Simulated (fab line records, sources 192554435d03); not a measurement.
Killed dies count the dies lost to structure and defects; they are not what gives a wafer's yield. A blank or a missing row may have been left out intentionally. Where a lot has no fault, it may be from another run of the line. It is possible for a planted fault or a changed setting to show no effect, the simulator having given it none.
Chamber matching ; flow n5-finfet ; N5_BEOL_M12_ETCH_68 on rie-diel-03 has 4 sister chambers
The step etches SOC in N2/H2, time 285 s. 7 wafers are shown with their chamber, then 9 later ones without.

EACH WAFER AND ITS CHAMBER
wafer;chamber;throttle-valve-pct (%);drypump-motor-current-A (A)
L082.6;3;17.67;5.6
L084.4;2;17.93;5.8
L085.5;1;17.56;5.4
L085.6;0;18.22;5.6
L087.2;0;18.22;5.5
L087.4;2;17.94;5.7
L087.6;1;17.56;5.4

WAFERS MISSING THEIR CHAMBER
wafer;throttle-valve-pct (%);drypump-motor-current-A (A)
L088.2;17.57;5.4
L088.3;18.23;5.6
L088.5;17.68;5.6
L091.2;17.71;5.6
L091.4;17.95;5.7
L091.6;17.56;5.4
L092.2;17.72;5.6
L092.5;17.96;5.7
L092.6;17.71;5.6

WHICH CHAMBER EACH WENT THROUGH
wafer;from the rows above;in truth
L088.2;1;1
L088.3;0;0
L088.5;3;3
L091.2;3;3
L091.4;2;2
L091.6;1;1
L092.2;3;3
L092.5;2;2
L092.6;3;3
9 of 9 placed correctly. Can't be placed from these rows: 0. Placed wrongly: 0.
How it was worked out, from the rows above alone: a wafer's distance from a chamber is the root of the sum, over the readings, of the square of ((its reading less the chamber's mean) divided by the reading's scatter). The wafer belongs to the nearest chamber; if the next one is less than 2 further off, it can't be placed. For every chamber, the mean is computed from those of its wafers that are shown. How the scatter is found: for the shown wafers, subtract from each reading the mean of its chamber, square and add these, divide the total by (wafers less chambers), then take the root.
